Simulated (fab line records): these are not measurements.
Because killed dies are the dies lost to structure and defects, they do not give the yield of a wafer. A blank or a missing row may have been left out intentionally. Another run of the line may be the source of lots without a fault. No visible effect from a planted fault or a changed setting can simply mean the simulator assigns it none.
Chamber matching | flow n5Finfet | N5_BEOL_M10_ETCH_62 on rieDiel-03 has 4 sister chambers
The step etches SOC in N2/H2, target depth 110 nm, overetch 22 nm, time 165 s. 8 wafers are shown with their chamber, then 9 later ones without.

## WAFERS WITH THEIR CHAMBER
wafer  | chamber | drypumpMotorCurrentA (A) | throttleValvePct (%)
L078.4 | 1       | 5.4                      | 17.91
L079.4 | 2       | 5.7                      | 17.95
L089.2 | 3       | 5.6                      | 17.74
L089.4 | 0       | 5.5                      | 18.27
L089.6 | 2       | 5.7                      | 17.98
L090.1 | 3       | 5.7                      | 17.73
L090.5 | 1       | 5.4                      | 17.62
L090.6 | 0       | 5.6                      | 18.29

## WAFERS MISSING THEIR CHAMBER
wafer  | drypumpMotorCurrentA (A) | throttleValvePct (%)
L092.2 | 5.7                      | 18.00
L092.5 | 5.6                      | 17.75
L092.6 | 5.7                      | 18.01
L093.3 | 5.7                      | 18.01
L093.4 | 5.4                      | 17.62
L093.5 | 5.6                      | 17.75
L095.1 | 5.7                      | 18.02
L095.5 | 5.7                      | 18.01
L095.6 | 5.4                      | 17.63

## WHICH CHAMBER EACH WENT THROUGH
wafer  | from the rows above     | in truth
L092.2 | 2                       | 2
L092.5 | can't be placed: 3 or 2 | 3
L092.6 | 2                       | 2
L093.3 | 2                       | 2
L093.4 | 1                       | 1
L093.5 | can't be placed: 3 or 2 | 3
L095.1 | 2                       | 2
L095.5 | 2                       | 2
L095.6 | 1                       | 1
7 of 9 placed correctly. These rows do not allow placing 2 (true chamber among the candidates in 2). Placed wrongly: 0.
How it was worked out, from the rows above alone: a wafer's distance from a chamber is the root of the sum, over the readings, of the square of ((its reading less the chamber's mean) divided by the reading's scatter). If the next closest chamber is less than 2 further off than the closest, the wafer can't be placed; otherwise it belongs to the closest. For every chamber, the mean is computed from those of its wafers that are shown. The scatter: take each reading less its chamber's mean, square it, sum over the shown wafers, divide by the number of wafers less the number of chambers, and take the root.
